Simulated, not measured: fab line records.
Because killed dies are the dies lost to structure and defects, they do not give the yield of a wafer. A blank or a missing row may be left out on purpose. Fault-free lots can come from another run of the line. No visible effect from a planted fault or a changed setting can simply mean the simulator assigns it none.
Which tool was responsible? / flow nand_harc / Sampling: 14 lots, 42 wafers, 5 of 1302 route steps

== WHAT EACH GAUGE READ, for each wafer ==
NHARC_P_M2_THK_MEAS_24: measures by xrf. Usual: thk_nm 144.4 nm, standard deviation 1.4.
lot=L767; measured=day 6 11:32; on=film_metro-01; thk_nm (nm)=145.1 145.5 145.0; flag=
lot=L768; measured=day 7 03:32; on=film_metro-01; thk_nm (nm)=144.8 144.3 145.0; flag=
lot=L771; measured=day 8 02:28; on=film_metro-01; thk_nm (nm)=141.5 144.3 144.1; flag=
lot=L772; measured=day 8 08:50; on=film_metro-02; thk_nm (nm)=144.3 142.9 145.5; flag=
lot=L774; measured=day 9 09:07; on=film_metro-02; thk_nm (nm)=146.4 145.8 145.2; flag=
lot=L775; measured=day 10 01:35; on=film_metro-01; thk_nm (nm)=143.7 145.1 144.5; flag=
lot=L776; measured=day 10 16:19; on=film_metro-01; thk_nm (nm)=144.0 145.6 145.8; flag=
lot=L777; measured=day 10 17:33; on=film_metro-02; thk_nm (nm)=143.9 142.7 144.6; flag=
lot=L778; measured=day 11 03:07; on=film_metro-01; thk_nm (nm)=146.6 143.0 143.7; flag=
lot=L779; measured=day 11 09:39; on=film_metro-02; thk_nm (nm)=146.1 144.1 142.5; flag=
lot=L782; measured=day 12 13:53; on=film_metro-02; thk_nm (nm)=146.2 145.7 145.2; flag=
lot=L781; measured=day 12 14:34; on=film_metro-01; thk_nm (nm)=142.1 146.1 142.3; flag=
lot=L788; measured=day 15 03:10; on=film_metro-02; thk_nm (nm)=145.8 143.9 145.4; flag=
lot=L787; measured=day 15 14:23; on=film_metro-02; thk_nm (nm)=144.9 143.9 143.7; flag=

NHARC_END_SORT_01. Usual: defect_limited_yield is 90.1 % with standard deviation 2.4, killed_at_array is 62 with standard deviation 16, killed_at_other is 0.8 with standard deviation 1.1, killed_at_periphery is 4 with standard deviation 3.2, killed_dies is 67 with standard deviation 16, killed_open is 3.5 with standard deviation 1.9, and killed_short is 2.1 with standard deviation 1.5.
lot=L767; measured=day 24 08:47; on=prober-02; defect_limited_yield (%)=90.7 92.2 92.3; killed_at_array=58 49 52; killed_at_other=4 2 0; killed_at_periphery=1 2 0; killed_dies=63 53 52; killed_open=5 4 2; killed_short=4 2 2; flag=
lot=L768; measured=day 25 06:48; on=prober-01; defect_limited_yield (%)=88.9 90.1 88.5; killed_at_array=71 60 64; killed_at_other=0 3 1; killed_at_periphery=4 4 13; killed_dies=75 67 78; killed_open=4 3 1; killed_short=3 1 0; flag=
lot=L771; measured=day 25 18:08; on=prober-01; defect_limited_yield (%)=86.9 86.4 86.9; killed_at_array=85 87 86; killed_at_other=0 0 0; killed_at_periphery=4 5 3; killed_dies=89 92 89; killed_open=3 6 8; killed_short=2 0 3; flag=
lot=L772; measured=day 26 01:53; on=prober-02; defect_limited_yield (%)=95.0 95.1 94.2; killed_at_array=32 32 35; killed_at_other=0 0 0; killed_at_periphery=2 1 4; killed_dies=34 33 39; killed_open=5 1 5; killed_short=3 2 2; flag=
lot=L774; measured=day 27 07:16; on=prober-02; defect_limited_yield (%)=87.1 86.9 88.3; killed_at_array=86 82 76; killed_at_other=1 2 0; killed_at_periphery=0 5 3; killed_dies=87 89 79; killed_open=4 3 4; killed_short=3 1 1; flag=
lot=L775; measured=day 28 01:11; on=prober-01; defect_limited_yield (%)=89.1 89.5 91.0; killed_at_array=58 57 55; killed_at_other=0 0 0; killed_at_periphery=16 14 6; killed_dies=74 71 61; killed_open=3 6 3; killed_short=5 5 2; flag=
lot=L776; measured=day 29 01:47; on=prober-01; defect_limited_yield (%)=90.3 89.8 90.4; killed_at_array=63 65 60; killed_at_other=0 1 0; killed_at_periphery=3 3 5; killed_dies=66 69 65; killed_open=1 3 5; killed_short=3 2 0; flag=
lot=L777; measured=day 28 02:01; on=prober-02; defect_limited_yield (%)=90.4 91.6 89.1; killed_at_array=59 51 69; killed_at_other=1 1 2; killed_at_periphery=5 5 3; killed_dies=65 57 74; killed_open=3 0 2; killed_short=3 2 2; flag=
lot=L778; measured=day 29 09:35; on=prober-01; defect_limited_yield (%)=92.8 90.7 92.0; killed_at_array=44 53 46; killed_at_other=2 0 0; killed_at_periphery=3 10 8; killed_dies=49 63 54; killed_open=1 3 2; killed_short=2 2 0; flag=
lot=L779; measured=day 29 00:13; on=prober-02; defect_limited_yield (%)=89.1 88.8 89.1; killed_at_array=71 72 68; killed_at_other=1 2 2; killed_at_periphery=2 2 4; killed_dies=74 76 74; killed_open=4 5 3; killed_short=0 4 1; flag=
lot=L782; measured=day 30 02:01; on=prober-02; defect_limited_yield (%)=90.3 91.1 90.1; killed_at_array=61 57 64; killed_at_other=0 0 0; killed_at_periphery=5 3 3; killed_dies=66 60 67; killed_open=5 4 5; killed_short=4 0 6; flag=
lot=L781; measured=day 30 02:50; on=prober-01; defect_limited_yield (%)=92.3 90.5 89.8; killed_at_array=50 60 63; killed_at_other=1 1 5; killed_at_periphery=1 3 1; killed_dies=52 64 69; killed_open=3 2 3; killed_short=1 2 2; flag=
lot=L788; measured=day 32 04:21; on=prober-02; defect_limited_yield (%)=90.0 89.7 89.8; killed_at_array=62 65 63; killed_at_other=1 1 0; killed_at_periphery=5 4 6; killed_dies=68 70 69; killed_open=7 2 7; killed_short=2 0 1; flag=
lot=L787; measured=day 33 05:26; on=prober-02; defect_limited_yield (%)=88.6 86.4 86.6; killed_at_array=67 88 87; killed_at_other=0 1 0; killed_at_periphery=10 3 4; killed_dies=77 92 91; killed_open=1 6 2; killed_short=2 3 3; flag=

== TOOL THAT RAN EACH LOT (tool first, then ch and the chambers of the sampled wafers, then the start) ==
lot=L767; NHARC_P_M2_CMP_23=cmp-02 ch 1,2,3, day 6 11:16; NHARC_P_BONDPAD_DEP_00=pecvd-04 ch 0,2, day 6 12:24; NHARC_P_BONDPAD_CMP_32=cmp-04 ch 0,1,3, day 6 12:49
lot=L768; NHARC_P_M2_CMP_23=cmp-02 ch 1,2,3, day 7 03:13; NHARC_P_BONDPAD_DEP_00=pecvd-04 ch 0,1, day 7 04:17; NHARC_P_BONDPAD_CMP_32=cmp-03 ch 0,1,2, day 7 04:39
lot=L771; NHARC_P_M2_CMP_23=cmp-01 ch 0,1, day 8 02:08; NHARC_P_BONDPAD_DEP_00=pecvd-04 ch 1,2, day 8 03:14; NHARC_P_BONDPAD_CMP_32=cmp-03 ch 0,1, day 8 03:35
lot=L772; NHARC_P_M2_CMP_23=cmp-03 ch 2,3, day 8 08:31; NHARC_P_BONDPAD_DEP_00=pecvd-04 ch 0,1,2, day 8 09:32; NHARC_P_BONDPAD_CMP_32=cmp-03 ch 0,2,3, day 8 09:56
lot=L774; NHARC_P_M2_CMP_23=cmp-01 ch 1,2,3, day 9 08:52; NHARC_P_BONDPAD_DEP_00=pecvd-03 ch 0,2, day 9 09:55; NHARC_P_BONDPAD_CMP_32=cmp-02 ch 1,3, day 9 10:14
lot=L775; NHARC_P_M2_CMP_23=cmp-01 ch 1,2,3, day 10 01:20; NHARC_P_BONDPAD_DEP_00=pecvd-01 ch 0,2, day 10 02:22; NHARC_P_BONDPAD_CMP_32=cmp-03 ch 0,1, day 10 02:44
lot=L776; NHARC_P_M2_CMP_23=cmp-01 ch 0,2,3, day 10 16:00; NHARC_P_BONDPAD_DEP_00=pecvd-03 ch 0,1,2, day 10 17:32; NHARC_P_BONDPAD_CMP_32=cmp-03 ch 0,1,3, day 10 17:58
lot=L777; NHARC_P_M2_CMP_23=cmp-01 ch 0,1, day 10 17:16; NHARC_P_BONDPAD_DEP_00=pecvd-01 ch 0,1,2, day 10 18:21; NHARC_P_BONDPAD_CMP_32=cmp-03 ch 0,1,3, day 10 18:40
lot=L778; NHARC_P_M2_CMP_23=cmp-01 ch 1,3, day 11 02:50; NHARC_P_BONDPAD_DEP_00=pecvd-03 ch 0,1,2, day 11 04:00; NHARC_P_BONDPAD_CMP_32=cmp-03 ch 0,1, day 11 04:25
lot=L779; NHARC_P_M2_CMP_23=cmp-02 ch 0,1, day 11 09:20; NHARC_P_BONDPAD_DEP_00=pecvd-03 ch 0,2, day 11 10:20; NHARC_P_BONDPAD_CMP_32=cmp-03 ch 0,3, day 11 10:46
lot=L782; NHARC_P_M2_CMP_23=cmp-01 ch 1,2,3, day 12 13:35; NHARC_P_BONDPAD_DEP_00=pecvd-03 ch 0,1,2, day 12 14:40; NHARC_P_BONDPAD_CMP_32=cmp-03 ch 0,2,3, day 12 15:01
lot=L781; NHARC_P_M2_CMP_23=cmp-01 ch 0,1,3, day 12 14:19; NHARC_P_BONDPAD_DEP_00=pecvd-01 ch 1,2, day 12 15:19; NHARC_P_BONDPAD_CMP_32=cmp-04 ch 1,2, day 12 15:43
lot=L788; NHARC_P_M2_CMP_23=cmp-03 ch 0,1,3, day 15 02:53; NHARC_P_BONDPAD_DEP_00=pecvd-04 ch 0,1,2, day 15 03:53; NHARC_P_BONDPAD_CMP_32=cmp-04 ch 1,2,3, day 15 05:01
lot=L787; NHARC_P_M2_CMP_23=cmp-03 ch 0,1,2, day 15 14:07; NHARC_P_BONDPAD_DEP_00=pecvd-03 ch 0,1,2, day 15 15:08; NHARC_P_BONDPAD_CMP_32=cmp-03 ch 0,1,2, day 15 16:33
- NHARC_P_M2_CMP_23: polishes, t overpolish 20 s, target thk 144.3 nm.
- NHARC_P_BONDPAD_DEP_00: deposits SiCN, target thk 250 nm.
- NHARC_P_BONDPAD_CMP_32: polishes SiCN, target thk 200 nm.

== AS READ BY THE TOOLS THEMSELVES (means over the sampled wafers that have a number; for cases with no such wafer, the mark the record gives instead) ==
NHARC_P_M2_CMP_23. Usual: motor_current_A 12.0 A, standard deviation 1.4; time_to_endpoint_s 29.0 s, standard deviation 1.9.
lot=L767; tool=cmp-02; motor_current_A (A)=10.3; time_to_endpoint_s (s)=32.2; flag=
lot=L768; tool=cmp-02; motor_current_A (A)=10.2; time_to_endpoint_s (s)=28.8; flag=
lot=L771; tool=cmp-01; motor_current_A (A)=13.1; time_to_endpoint_s (s)=27.5; flag=
lot=L772; tool=cmp-03; motor_current_A (A)=11.1; time_to_endpoint_s (s)=31.1; flag=
lot=L774; tool=cmp-01; motor_current_A (A)=12.3; time_to_endpoint_s (s)=28.8; flag=
lot=L775; tool=cmp-01; motor_current_A (A)=12.6; time_to_endpoint_s (s)=31.4; flag=
lot=L776; tool=cmp-01; motor_current_A (A)=13.5; time_to_endpoint_s (s)=30.4; flag=
lot=L777; tool=cmp-01; motor_current_A (A)=13.1; time_to_endpoint_s (s)=29.1; flag=
lot=L778; tool=cmp-01; motor_current_A (A)=12.5; time_to_endpoint_s (s)=27.1; flag=
lot=L779; tool=cmp-02; motor_current_A (A)=10.9; time_to_endpoint_s (s)=28.6; flag=
lot=L782; tool=cmp-01; motor_current_A (A)=12.2; time_to_endpoint_s (s)=27.5; flag=
lot=L781; tool=cmp-01; motor_current_A (A)=12.7; time_to_endpoint_s (s)=30.2; flag=
lot=L788; tool=cmp-03; motor_current_A (A)=12.0; time_to_endpoint_s (s)=28.4; flag=
lot=L787; tool=cmp-03; motor_current_A (A)=11.3; time_to_endpoint_s (s)=32.0; flag=

NHARC_P_BONDPAD_DEP_00. Usual: heater_power_w 576 W, standard deviation 59; susceptor_temp_C 370.03 C, standard deviation 0.21.
lot=L767; tool=pecvd-04; heater_power_w (W)=616; susceptor_temp_C (C)=370.01; flag=
lot=L768; tool=pecvd-04; heater_power_w (W)=622; susceptor_temp_C (C)=370.26; flag=
lot=L771; tool=pecvd-04; heater_power_w (W)=634; susceptor_temp_C (C)=370.25; flag=
lot=L772; tool=pecvd-04; heater_power_w (W)=589; susceptor_temp_C (C)=370.10; flag=
lot=L774; tool=pecvd-03; heater_power_w (W)=486; susceptor_temp_C (C)=369.96; flag=
lot=L775; tool=pecvd-01; heater_power_w (W)=609; susceptor_temp_C (C)=370.25; flag=
lot=L776; tool=pecvd-03; heater_power_w (W)=562; susceptor_temp_C (C)=369.78; flag=
lot=L777; tool=pecvd-01; heater_power_w (W)=638; susceptor_temp_C (C)=369.97; flag=
lot=L778; tool=pecvd-03; heater_power_w (W)=558; susceptor_temp_C (C)=370.05; flag=
lot=L779; tool=pecvd-03; heater_power_w (W)=548; susceptor_temp_C (C)=369.99; flag=
lot=L782; tool=pecvd-03; heater_power_w (W)=560; susceptor_temp_C (C)=370.06; flag=
lot=L781; tool=pecvd-01; heater_power_w (W)=568; susceptor_temp_C (C)=369.84; flag=
lot=L788; tool=pecvd-04; heater_power_w (W)=567; susceptor_temp_C (C)=369.91; flag=
lot=L787; tool=pecvd-03; heater_power_w (W)=522; susceptor_temp_C (C)=370.05; flag=

NHARC_P_BONDPAD_CMP_32. Usual: motor_current_A 11.2 A, standard deviation 0.94.
lot=L767; tool=cmp-04; motor_current_A (A)=11.2; flag=
lot=L768; tool=cmp-03; motor_current_A (A)=10.9; flag=
lot=L771; tool=cmp-03; motor_current_A (A)=12.4; flag=
lot=L772; tool=cmp-03; motor_current_A (A)=11.5; flag=
lot=L774; tool=cmp-02; motor_current_A (A)=9.9; flag=
lot=L775; tool=cmp-03; motor_current_A (A)=11.7; flag=
lot=L776; tool=cmp-03; motor_current_A (A)=11.8; flag=
lot=L777; tool=cmp-03; motor_current_A (A)=11.7; flag=
lot=L778; tool=cmp-03; motor_current_A (A)=11.9; flag=
lot=L779; tool=cmp-03; motor_current_A (A)=11.3; flag=
lot=L782; tool=cmp-03; motor_current_A (A)=11.3; flag=
lot=L781; tool=cmp-04; motor_current_A (A)=10.8; flag=
lot=L788; tool=cmp-04; motor_current_A (A)=10.9; flag=
lot=L787; tool=cmp-03; motor_current_A (A)=11.3; flag=

== THE ANSWER, worked out from the rows above alone ==
Rule: lot off if the mean of its wafers having a number is beyond 3 standard deviations from the usual mean. Also off: a lot with no number at a reading for which 4 or more lots have one. All remaining lots with rows at the step are treated as sound. After the gauges, taken in route order, come the tools' own readings; for these a lot's mean is taken, as printed above. The first step at which some lot is off is used, and at that step the reading that is off furthest; a lot without a number counts as furthest.
Across all readings shown, no lot is off: no conclusion can be drawn from this.

== WHAT THE SIMULATOR PUT IN ==
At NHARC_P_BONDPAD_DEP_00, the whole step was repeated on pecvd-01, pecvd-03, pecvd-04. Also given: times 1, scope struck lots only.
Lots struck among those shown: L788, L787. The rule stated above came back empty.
